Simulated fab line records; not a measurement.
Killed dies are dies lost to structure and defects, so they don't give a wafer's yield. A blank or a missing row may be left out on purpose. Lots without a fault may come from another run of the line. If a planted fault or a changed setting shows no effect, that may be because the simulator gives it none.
fab line records	flow nandHarc
record lots=24	wafers=72	lastDay=24
route steps=1159 shown P_GATE@190 P_CONTACT@241 P_M0@265 P_M1@316
lots with no fault: from the same line, run without faults
startH: hours from the record's opening day to when the first of the lot's shown wafers began	waitH: hours since the lot's step before	" repeats the value in the row above	L1.1+2: a row that stands for several wafers	- value missing, or start not given	* or withheld: withheld	< > ~ a bound
route shown NAME@n: a module of which the file shows steps, and the number in the route of the first	usual: average and standard deviation across the fault-free wafers	same: alike in all rows	chamber/n: place in a boat	sites: per-site readings	_std_site: the standard deviation of these	_edge_site: outer sites' mean less inner sites'	radiusMm: how far each site lies from the wafer's centre	mask NAME#n: copy n	behind: tool/chamber where the wafer was last shaped	hold: reason for holding the lot/hours on hold/outcome of the hold	device: whichever transistor did not switch (one of n, p or np)	end of line: tests of these same wafers at the route's end	step lacking rows: just its recipe	killed: dies lost to structure and defects at the first sort, not the wafer's yield	map: a wafer's dies, x killed, . not, _ none there
set.NAME: the setting the step ran with; set.NAME@STEP: the setting that earlier step ran with	model.NAME: the simulator's own value behind a step, which no gauge read
one table for each step of the route and one row for each wafer, over a sample of lots
services: when a tool's chamber went out of use (startH, in hours from the record's first day, below 0 if earlier), for how many hours, and the reason
## steps
# step NHARC_P_GATE_STRIP_76
# recipe powerW=1500	tempC=250	chemistry=O2
# usual drypumpMotorCurrentA=6.0/0.32	heaterPowerW=301/20
lot.wafer	tool	chamber	startH	waitH	drypumpMotorCurrentA	heaterPowerW	rfHoursCounterH
L074.4	plasmaAsher-01	1	94.17	0.1	5.6	340	-
L074.6	"	0	"	"	6.2	270	-
L074.5	"	1	"	"	5.6	322	-
L075.2	plasmaAsher-01	0	109.28	0.2	6.2	278	0
L075.4	"	0	"	"	6.3	282	-
L075.6	"	1	"	"	5.6	322	-
L076.1	plasmaAsher-02	1	114.95	0.2	6.4	294	36
L076.2	"	0	"	"	5.9	304	36
L076.6	"	0	"	"	5.9	296	-
L077.1	plasmaAsher-01	0	121.48	0.2	6.2	275	4
L077.2	"	1	"	"	5.6	325	4
L077.5	"	1	"	"	5.6	330	-
L080.2	plasmaAsher-02	1	127.38	0.2	6.4	295	40
L080.3	"	1	"	"	6.4	297	-
L080.6	"	1	"	"	6.4	300	-
L079.1	plasmaAsher-02	0	127.83	0.2	5.9	298	40
L079.3	"	0	"	"	5.9	302	-
L079.6	"	0	"	"	5.9	305	-
L078.2	plasmaAsher-01	0	131.91	0.2	6.3	279	7
L078.3	"	0	"	"	6.3	282	-
L078.4	"	1	"	"	5.6	319	-
L081.2	plasmaAsher-01	0	147.98	0.2	6.3	280	12
L081.4	"	1	"	"	5.6	327	-
L081.3	"	0	"	"	6.3	275	-
L082.1	plasmaAsher-02	0	154.89	0.2	5.9	307	48
L082.5	"	0	"	"	5.9	299	-
L082.6	"	1	"	"	6.4	300	-
L083.1	plasmaAsher-02	1	163.42	0.2	6.4	292	51
L083.2	"	0	"	"	5.9	300	51
L083.5	"	0	"	"	5.9	300	-
L084.3	plasmaAsher-01	0	167.20	0.1	6.2	277	-
L084.6	"	1	"	"	5.6	332	-
L084.5	"	0	"	"	6.3	281	-
L085.1	plasmaAsher-01	0	169.75	0.2	6.2	284	20
L085.4	"	1	"	"	5.6	325	-
L085.6	"	0	"	"	6.3	271	-
L088.2	plasmaAsher-01	0	185.64	0.2	6.3	279	25
L088.4	"	0	"	"	6.3	278	-
L088.5	"	1	"	"	5.6	318	-
L086.1	plasmaAsher-01	0	186.81	0.2	6.3	283	26
L086.2	"	1	"	"	5.6	323	26
L086.4	"	0	"	"	6.3	278	-
L087.1	plasmaAsher-01	1	187.29	0.2	5.6	325	27
L087.4	"	0	"	"	6.3	278	-
L087.5	"	0	"	"	6.3	277	-
L089.1	plasmaAsher-01	1	195.53	0.2	5.6	323	31
L089.4	"	0	"	"	6.2	281	-
L089.5	"	0	"	"	6.3	271	-
L090.1	plasmaAsher-02	0	196.91	0.2	5.9	293	1
L090.3	"	0	"	"	5.9	293	-
L090.5	"	0	"	"	5.9	298	-
L092.2	plasmaAsher-02	1	210.25	0.2	6.4	297	6
L092.3	"	1	"	"	6.4	305	-
L092.6	"	1	"	"	6.4	301	-
L091.4	plasmaAsher-01	0	210.85	0.1	6.3	283	-
L091.6	"	1	"	"	5.6	328	-
L091.5	"	0	"	"	6.2	281	-
L094.2	plasmaAsher-02	1	228.50	0.2	6.4	302	10
L094.3	"	1	"	"	6.4	296	-
L094.4	"	0	"	"	5.9	298	-
L095.1	plasmaAsher-01	1	228.68	0.2	5.6	323	41
L095.2	"	0	"	"	6.3	268	41
L095.3	"	0	"	"	6.3	272	-
L093.1	plasmaAsher-01	1	235.40	0.2	5.6	337	43
L093.4	"	1	"	"	5.6	319	-
L093.3	"	0	"	"	6.2	277	-
L096.2	plasmaAsher-02	1	235.86	0.2	6.4	303	13
L096.6	"	0	"	"	5.9	297	-
L096.5	"	1	"	"	6.4	307	-
L097.1	plasmaAsher-01	1	243.13	0.2	5.6	330	47
L097.3	"	1	"	"	5.6	325	-
L097.5	"	1	"	"	5.6	326	-
# step NHARC_P_CONTACT_CD_MEAS_19
# usual cdNm=90.2/1.1
lot.wafer	tool	chamber	startH	waitH	cdNm
L074.4	cdSem-01	-	100.96	-	89.1
L074.5	"	-	"	"	89.4
L074.6	"	-	"	"	89.9
L075.2	cdSem-01	-	116.43	-	89.3
L075.4	"	-	"	"	91.2
L075.6	"	-	"	"	89.7
L076.1	cdSem-02	-	121.83	-	89.5
L076.2	"	-	"	"	91.2
L076.6	"	-	"	"	90.1
L077.1	cdSem-01	-	128.03	-	91.7
L077.2	"	-	"	"	89.3
L077.5	"	-	"	"	92.5
L080.2	cdSem-02	-	134.55	-	89.0
L080.3	"	-	"	"	89.7
L080.6	"	-	"	"	89.9
L079.1	cdSem-03	-	134.65	-	89.7
L079.3	"	-	"	"	90.4
L079.6	"	-	"	"	91.1
L078.2	cdSem-02	-	138.38	-	92.6
L078.3	"	-	"	"	90.9
L078.4	"	-	"	"	92.0
L081.2	cdSem-01	-	155.09	-	90.0
L081.3	"	-	"	"	92.1
L081.4	"	-	"	"	93.0
L082.1	cdSem-01	-	161.61	-	90.4
L082.5	"	-	"	"	91.4
L082.6	"	-	"	"	90.6
L083.1	cdSem-03	-	170.06	-	89.7
L083.2	"	-	"	"	88.7
L083.5	"	-	"	"	89.8
L084.3	cdSem-02	-	173.79	-	89.9
L084.5	"	-	"	"	91.6
L084.6	"	-	"	"	91.9
L085.1	cdSem-02	-	176.71	-	90.0
L085.4	"	-	"	"	88.2
L085.6	"	-	"	"	91.1
L088.2	cdSem-02	-	192.61	-	91.1
L088.4	"	-	"	"	89.2
L088.5	"	-	"	"	89.8
L086.1	cdSem-03	-	193.61	-	89.9
L086.2	"	-	"	"	90.1
L086.4	"	-	"	"	91.4
L087.1	cdSem-03	-	194.76	-	90.5
L087.4	"	-	"	"	89.8
L087.5	"	-	"	"	88.8
L089.1	cdSem-01	-	202.23	-	90.6
L089.4	"	-	"	"	91.5
L089.5	"	-	"	"	90.4
L090.1	cdSem-02	-	204.81	-	90.7
L090.3	"	-	"	"	89.9
L090.5	"	-	"	"	89.9
L092.2	cdSem-02	-	217.41	-	89.6
L092.3	"	-	"	"	91.1
L092.6	"	-	"	"	90.2
L091.4	cdSem-01	-	217.86	-	90.9
L091.5	"	-	"	"	90.0
L091.6	"	-	"	"	90.6
L094.2	cdSem-01	-	235.20	-	89.2
L094.3	"	-	"	"	88.8
L094.4	"	-	"	"	92.0
L095.1	cdSem-01	-	235.57	-	90.3
L095.2	"	-	"	"	89.8
L095.3	"	-	"	"	89.7
L093.1	cdSem-02	-	241.82	-	90.0
L093.3	"	-	"	"	90.1
L093.4	"	-	"	"	88.6
L096.2	cdSem-03	-	242.50	-	89.6
L096.5	"	-	"	"	90.5
L096.6	"	-	"	"	91.1
L097.1	cdSem-01	-	250.10	-	89.1
L097.3	"	-	"	"	89.5
L097.5	"	-	"	"	88.9
# step NHARC_P_CONTACT_STRIP_28
# recipe o2FlowSccm=500	arFlowSccm=0	biasW=0	chemistry=O2
# usual drypumpMotorCurrentA=5.6/0.43	o2FlowSccm=500.0/1.6	oesProductAu=1.001/0.0075	rfVppV=57.7/0.87	showerheadPlenumPTorr=3.54/0.15	throttleValvePct=17.037/0.01
lot.wafer	tool	chamber	startH	waitH	drypumpMotorCurrentA	o2FlowSccm	oesProductAu	rfHoursCounterH	rfVppV	showerheadPlenumPTorr	throttleValvePct
L074.4	rieDiel-01	1	101.04	0.1	6.2	500.7	1.005	14	57.4	3.78	17.027
L074.6	"	0	"	"	5.4	497.9	1.000	-	56.8	3.51	17.019
L074.5	"	1	"	"	6.2	500.1	1.006	-	56.8	3.78	17.052
L075.2	rieDiel-12	0	116.52	0.1	5.7	499.7	0.996	9	59.0	3.64	17.044
L075.4	"	1	"	"	5.6	498.5	0.994	7	58.1	3.70	17.039
L075.6	"	3	"	"	4.9	503.0	0.997	-	57.2	3.52	17.028
L076.2	rieDiel-01	1	121.90	0.1	6.2	499.9	1.005	14	59.2	3.78	17.041
L076.1	"	2	"	"	6.2	497.4	1.019	16	57.4	3.73	17.038
L076.6	"	1	"	"	6.2	499.6	1.013	-	59.3	3.78	17.040
L077.2	rieDiel-12	3	128.11	0.1	4.8	498.5	0.987	9	58.0	3.52	17.040
L077.1	"	1	"	"	5.6	501.4	0.992	8	59.4	3.70	17.037
L077.5	"	0	"	"	5.7	502.0	1.001	-	58.8	3.64	17.034
L080.3	rieDiel-02	2	134.64	0.1	5.4	501.0	1.005	44	58.0	3.35	17.032
L080.2	"	3	"	"	5.0	499.5	0.994	57	58.1	3.41	17.037
L080.6	"	2	"	"	5.4	502.3	1.009	-	57.3	3.35	17.047
L079.3	rieDiel-12	2	134.72	0.1	6.1	501.6	1.006	10	56.2	3.41	17.019
L079.1	"	0	"	"	5.7	500.5	1.001	11	57.7	3.64	17.035
L079.6	"	2	"	"	6.1	500.0	1.003	-	57.8	3.41	17.037
L078.2	rieDiel-01	2	138.45	0.1	6.1	500.0	1.011	18	58.8	3.73	17.029
L078.4	"	0	"	"	5.4	497.7	1.006	17	57.0	3.51	17.037
L078.3	"	1	"	"	6.2	499.5	0.991	16	58.4	3.78	17.032
L081.3	rieDiel-01	1	155.16	0.1	6.2	502.1	0.997	0	58.1	3.78	17.045
L081.2	"	2	"	"	6.2	501.9	0.991	0	58.9	3.73	17.018
L081.4	"	3	"	"	5.6	497.7	0.998	0	58.4	3.37	17.037
L082.1	rieDiel-01	2	161.72	0.1	6.1	500.1	0.999	1	57.9	3.73	17.042
L082.6	"	0	"	"	5.4	498.9	0.997	-	57.7	3.51	17.035
L082.5	"	1	"	"	6.2	500.1	0.989	-	58.0	3.78	17.034
L083.2	rieDiel-01	3	170.14	0.1	5.6	498.6	0.993	2	56.0	3.37	17.052
L083.1	"	0	"	"	5.4	500.2	1.001	1	58.0	3.51	17.045
L083.5	"	0	"	"	5.4	500.1	0.990	-	58.4	3.51	17.048
L084.3	rieDiel-12	1	173.90	0.1	5.6	499.1	1.004	13	58.8	3.69	17.051
L084.6	"	2	"	"	6.1	500.6	0.993	-	58.6	3.41	17.033
L084.5	"	1	"	"	5.6	498.7	1.000	-	57.4	3.69	17.034
L085.4	rieDiel-01	0	176.81	0.1	5.4	498.7	0.995	2	58.5	3.51	17.040
L085.1	"	2	"	"	6.2	498.0	0.979	3	55.8	3.73	17.023
L085.6	"	3	"	"	5.6	499.9	0.990	-	58.3	3.37	17.035
L088.4	rieDiel-12	2	192.71	0.1	6.1	501.5	0.997	17	56.9	3.41	17.041
L088.2	"	0	"	"	5.7	497.7	1.002	17	58.2	3.63	17.024
L088.5	"	2	"	"	6.1	499.3	1.007	-	57.0	3.41	17.038
L086.2	rieDiel-02	2	193.68	0.1	5.4	501.0	1.009	12	58.3	3.34	17.014
L086.1	"	0	"	"	5.9	501.0	1.000	13	57.5	3.47	17.035
L086.4	"	1	"	"	5.4	497.6	1.018	14	56.9	3.34	17.048
L087.4	rieDiel-12	0	194.86	0.1	5.7	497.1	0.990	17	59.8	3.63	17.043
L087.1	"	1	"	"	5.6	501.0	1.000	15	57.4	3.69	17.031
L087.5	"	0	"	"	5.7	500.2	1.000	-	58.6	3.63	17.046
L089.1	rieDiel-01	2	202.31	0.1	6.2	499.0	1.002	5	59.0	3.73	17.036
L089.4	"	1	"	"	6.2	499.7	0.999	5	59.2	3.78	17.052
L089.5	"	3	"	"	5.6	498.4	0.995	-	57.2	3.37	17.045
L090.3	rieDiel-01	0	204.92	0.1	5.4	499.0	0.998	5	57.7	3.51	17.023
L090.1	"	1	"	"	6.2	499.7	0.996	5	58.0	3.78	17.027
L090.5	"	3	"	"	5.6	498.9	1.006	-	57.6	3.37	17.041
L092.2	rieDiel-12	0	217.48	0.1	5.7	499.6	1.005	1	56.7	3.63	17.027
L092.3	"	1	"	"	5.6	500.2	1.000	1	57.2	3.69	17.026
L092.6	"	0	"	"	5.7	500.6	0.992	-	57.5	3.63	17.039
L091.4	rieDiel-02	0	217.95	0.1	5.9	501.2	1.014	24	57.3	3.46	17.036
L091.5	"	3	"	"	5.0	501.4	1.005	-	55.7	3.39	17.033
L091.6	"	0	"	"	5.9	502.2	1.004	-	58.7	3.46	17.038
L094.2	rieDiel-12	2	235.28	0.1	6.1	502.3	1.016	3	57.5	3.40	17.025
L094.4	"	3	"	"	4.8	500.1	1.010	2	57.3	3.52	17.027
L094.3	"	1	"	"	5.6	496.5	1.004	2	57.7	3.69	17.044
L095.1	rieDiel-01	3	235.64	0.1	5.6	498.4	0.991	8	57.9	3.37	17.039
L095.2	"	0	"	"	5.4	499.0	1.004	8	57.9	3.51	17.032
L095.3	"	2	"	"	6.1	497.2	1.002	9	57.9	3.73	17.033
L093.3	rieDiel-02	2	241.89	0.1	5.4	500.4	1.006	31	58.1	3.33	17.048
L093.4	"	3	"	"	5.0	501.2	1.000	32	56.7	3.39	17.026
L093.1	"	1	"	"	5.4	498.8	0.997	33	57.0	3.33	17.027
L096.2	rieDiel-02	0	242.60	0.1	5.9	503.6	1.010	34	58.0	3.46	17.031
L096.6	"	2	"	"	5.4	499.0	1.003	-	58.3	3.33	17.031
L096.5	"	3	"	"	5.0	502.7	1.000	-	57.7	3.39	17.035
L097.1	rieDiel-01	2	250.20	0.1	6.2	502.4	1.001	11	58.9	3.73	17.046
L097.3	"	3	"	"	5.6	500.2	1.010	11	57.4	3.37	17.043
L097.5	"	1	"	"	6.2	501.0	0.995	-	58.1	3.77	17.035
# step NHARC_P_CONTACT_CVD_23
# recipe targetThkA=2000	tempC=300	pressureTorr=40	wf6FlowSccm=40	h2FlowSccm=1600	arFlowSccm=1560	timeS=557	material=W
# usual heaterPowerW=468/19	throttleValvePct=7.93/0.24
lot.wafer	tool	chamber	startH	waitH	heaterPowerW	throttleValvePct
L074.4	cvdW-02	1	-	-	453	7.99
L074.5	"	0	"	"	457	7.56
L074.6	"	1	"	"	454	8.08
L075.2	cvdW-01	1	-	-	468	8.04
L075.4	"	1	"	"	472	8.27
L075.6	"	0	"	"	502	7.97
L076.1	cvdW-02	1	-	-	461	7.95
L076.2	"	0	"	"	463	8.01
L076.6	"	1	"	"	459	7.70
L077.1	cvdW-01	1	-	-	471	8.31
L077.2	"	0	"	"	487	7.33
L077.5	"	0	"	"	504	8.19
L080.2	cvdW-02	0	-	-	477	7.67
L080.3	"	0	"	"	452	7.57
L080.6	"	1	"	"	447	8.09
L079.1	cvdW-01	0	-	-	491	8.02
L079.3	"	0	"	"	494	7.91
L079.6	"	1	"	"	468	8.05
L078.2	cvdW-02	0	-	-	465	7.42
L078.3	"	0	"	"	460	7.76
L078.4	"	1	"	"	445	7.71
L081.2	cvdW-01	0	-	-	504	8.20
L081.4	"	0	"	"	492	7.91
L081.3	"	1	"	"	463	7.90
L082.1	cvdW-02	1	-	-	452	7.76
L082.6	"	0	"	"	455	7.70
L082.5	"	1	"	"	448	7.81
L083.1	cvdW-01	1	-	-	462	8.11
L083.2	"	0	"	"	498	8.14
L083.5	"	1	"	"	458	8.05
L084.3	cvdW-01	0	-	-	483	8.09
L084.5	"	1	"	"	473	8.23
L084.6	"	0	"	"	492	8.15
L085.1	cvdW-02	1	-	-	459	7.92
L085.4	"	0	"	"	459	7.55
L085.6	"	0	"	"	468	7.62
L088.2	cvdW-02	0	-	-	457	7.50
L088.4	"	1	"	"	457	7.70
L088.5	"	0	"	"	451	7.71
L086.2	cvdW-02	0	-	-	464	7.58
L086.1	"	1	"	"	453	7.93
L086.4	"	1	"	"	461	7.95
L087.1	cvdW-01	1	-	-	458	8.16
L087.4	"	0	"	"	494	7.97
L087.5	"	0	"	"	493	8.22
L089.1	cvdW-02	1	-	-	448	7.61
L089.4	"	1	"	"	443	7.61
L089.5	"	0	"	"	477	7.89
L090.1	cvdW-01	1	-	-	467	8.22
L090.3	"	0	"	"	482	7.98
L090.5	"	0	"	"	500	8.08
L092.2	cvdW-02	1	-	-	441	7.47
L092.3	"	1	"	"	454	7.70
L092.6	"	1	"	"	453	7.68
L091.4	cvdW-01	0	-	-	500	7.82
L091.6	"	0	"	"	494	8.07
L091.5	"	1	"	"	459	8.06
L094.2	cvdW-01	1	-	-	470	8.17
L094.3	"	1	"	"	465	8.17
L094.4	"	0	"	"	500	8.25
L095.2	cvdW-02	0	-	-	466	7.75
L095.1	"	1	"	"	450	7.86
L095.3	"	1	"	"	462	7.59
L093.1	cvdW-01	1	-	-	451	8.29
L093.3	"	0	"	"	498	8.20
L093.4	"	1	"	"	458	8.14
L096.2	cvdW-01	1	-	-	468	8.06
L096.5	"	0	"	"	494	8.14
L096.6	"	1	"	"	462	8.14
L097.1	cvdW-02	1	-	-	453	7.60
L097.3	"	0	"	"	474	7.82
L097.5	"	0	"	"	461	8.01
# step NHARC_P_M0_INSPECT_11
# usual rawDefectCount=3.8/1.7
lot.wafer	tool	chamber	startH	waitH	rawDefectCount
L074.4	defectInspect-02	-	110.78	0.0	5
L074.5	"	-	"	"	2
L074.6	"	-	"	"	2
L075.2	defectInspect-02	-	127.45	0.0	4
L075.4	"	-	"	"	3
L075.6	"	-	"	"	4
L076.1	defectInspect-02	-	129.39	0.0	4
L076.2	"	-	"	"	5
L076.6	"	-	"	"	7
L077.1	defectInspect-01	-	135.08	0.0	8
L077.2	"	-	"	"	4
L077.5	"	-	"	"	5
L080.2	defectInspect-01	-	137.66	0.0	1
L080.3	"	-	"	"	2
L080.6	"	-	"	"	3
L079.1	defectInspect-02	-	137.88	0.0	4
L079.3	"	-	"	"	1
L079.6	"	-	"	"	5
L078.2	defectInspect-02	-	141.87	0.0	5
L078.3	"	-	"	"	6
L078.4	"	-	"	"	2
L081.2	defectInspect-01	-	160.79	0.0	5
L081.3	"	-	"	"	5
L081.4	"	-	"	"	7
L082.1	defectInspect-02	-	171.84	0.0	5
L082.5	"	-	"	"	3
L082.6	"	-	"	"	5
L083.1	defectInspect-02	-	173.31	0.0	2
L083.2	"	-	"	"	6
L083.5	"	-	"	"	5
L084.3	defectInspect-01	-	177.08	0.0	3
L084.5	"	-	"	"	6
L084.6	"	-	"	"	5
L085.1	defectInspect-01	-	185.29	0.0	3
L085.4	"	-	"	"	3
L085.6	"	-	"	"	4
L088.2	defectInspect-02	-	195.78	0.0	4
L088.4	"	-	"	"	3
L088.5	"	-	"	"	4
L086.1	defectInspect-01	-	196.86	0.0	4
L086.2	"	-	"	"	3
L086.4	"	-	"	"	6
L087.1	defectInspect-01	-	197.99	0.0	5
L087.4	"	-	"	"	3
L087.5	"	-	"	"	6
L089.1	defectInspect-01	-	214.67	0.0	3
L089.4	"	-	"	"	3
L089.5	"	-	"	"	7
L090.1	defectInspect-01	-	214.99	0.0	4
L090.3	"	-	"	"	4
L090.5	"	-	"	"	4
L092.2	defectInspect-02	-	224.80	0.0	4
L092.3	"	-	"	"	3
L092.6	"	-	"	"	6
L091.4	defectInspect-02	-	225.35	0.0	8
L091.5	"	-	"	"	7
L091.6	"	-	"	"	2
L094.2	defectInspect-01	-	238.32	0.0	4
L094.3	"	-	"	"	4
L094.4	"	-	"	"	3
L095.1	defectInspect-02	-	238.93	0.0	5
L095.2	"	-	"	"	3
L095.3	"	-	"	"	2
L093.1	defectInspect-01	-	245.11	0.0	2
L093.3	"	-	"	"	2
L093.4	"	-	"	"	1
L096.2	defectInspect-02	-	245.73	0.0	4
L096.5	"	-	"	"	6
L096.6	"	-	"	"	4
L097.1	defectInspect-01	-	254.82	0.0	3
L097.3	"	-	"	"	6
L097.5	"	-	"	"	8
# step NHARC_P_M1_PRE_CLEAN_32
# recipe timeS=12	tempC=370	rfPowerW=300	gas=NH3
# usual heaterPowerW=603/73
lot.wafer	tool	chamber	startH	waitH	heaterPowerW
L074.4	pecvd-02	1	117.84	0.1	502
L074.5	"	2	"	"	670
L074.6	"	0	"	"	482
L075.2	pecvd-04	0	134.29	0.1	719
L075.6	"	2	"	"	603
L075.4	"	0	"	"	727
L076.1	pecvd-04	1	137.80	0.1	651
L076.2	"	2	"	"	625
L076.6	"	0	"	"	786
L077.2	pecvd-01	2	141.88	0.1	634
L077.1	"	0	"	"	669
L077.5	"	0	"	"	666
L080.2	pecvd-04	1	144.66	0.1	644
L080.3	"	0	"	"	691
L080.6	"	0	"	"	694
L079.3	pecvd-01	2	145.33	0.1	628
L079.1	"	1	"	"	509
L079.6	"	1	"	"	505
L078.2	pecvd-02	1	149.13	0.1	572
L078.4	"	1	"	"	555
L078.3	"	2	"	"	733
L081.2	pecvd-02	0	167.57	0.1	518
L081.3	"	1	"	"	454
L081.4	"	2	"	"	641
L082.1	pecvd-04	2	178.80	0.1	588
L082.5	"	1	"	"	647
L082.6	"	2	"	"	600
L083.2	pecvd-02	2	180.19	0.1	622
L083.1	"	1	"	"	465
L083.5	"	2	"	"	635
L084.3	pecvd-02	0	184.90	0.1	534
L084.6	"	0	"	"	538
L084.5	"	1	"	"	523
L085.1	pecvd-04	1	192.53	0.4	606
L085.6	"	1	"	"	613
L085.4	"	0	"	"	717
L088.2	pecvd-02	0	202.60	0.1	559
L088.5	"	1	"	"	547
L088.4	"	0	"	"	557
L086.2	pecvd-01	2	203.53	0.1	618
L086.1	"	0	"	"	659
L086.4	"	2	"	"	630
L087.1	pecvd-02	0	205.07	0.1	555
L087.4	"	0	"	"	561
L087.5	"	0	"	"	552
L089.1	pecvd-02	2	221.98	0.6	709
L089.5	"	1	"	"	542
L089.4	"	2	"	"	708
L090.1	pecvd-01	2	221.98	0.2	594
L090.3	"	0	"	"	685
L090.5	"	1	"	"	536
L092.3	pecvd-02	1	231.67	0.1	562
L092.2	"	0	"	"	582
L092.6	"	1	"	"	546
L091.6	pecvd-04	1	232.29	0.2	606
L091.5	"	2	"	"	595
L091.4	"	0	"	"	715
L095.2	pecvd-02	1	245.75	0.1	542
L095.3	"	2	"	"	700
L095.1	"	0	"	"	533
L094.2	pecvd-04	1	246.00	0.2	603
L094.3	"	2	"	"	644
L094.4	"	1	"	"	599
L093.1	pecvd-02	1	252.13	0.1	490
L093.3	"	2	"	"	663
L093.4	"	0	"	"	531
L096.2	pecvd-04	0	253.00	0.1	643
L096.5	"	0	"	"	659
L096.6	"	2	"	"	592
L097.3	pecvd-02	1	262.24	0.1	551
L097.1	"	2	"	"	605
L097.5	"	2	"	"	571
## services
tool	chamber	startH	hours	kind
plasmaAsher-02	-	76.44	1.5	repair
rieDiel-01	0	82.88	3.0	repair
pecvd-04	-	83.57	1.8	repair
cvdW-02	1	85.63	16.9	repair
rieDiel-01	1	87.84	4.6	repair
plasmaAsher-01	-	94.24	3.7	repair
plasmaAsher-01	-	99.58	9.0	pm
rieDiel-01	1	105.30	11.1	repair
pecvd-02	2	105.61	9.4	repair
rieDiel-01	0	106.47	9.3	repair
cvdW-01	-	112.36	13.0	pm
pecvd-02	0	135.89	16.4	repair
rieDiel-12	2	141.04	1.8	repair
rieDiel-01	-	146.07	9.0	pm
pecvd-02	-	153.00	13.0	pm
cvdW-02	1	157.22	11.2	repair
plasmaAsher-02	-	183.22	9.0	pm
rieDiel-01	-	189.61	0.3	repair
cvdW-02	-	199.26	13.0	pm
pecvd-02	2	203.38	2.1	repair
rieDiel-01	0	224.17	1.5	repair
cvdW-02	-	230.89	1.1	repair
cvdW-01	1	251.93	11.6	repair
cvdW-01	-	255.25	0.6	repair
## key
fault none
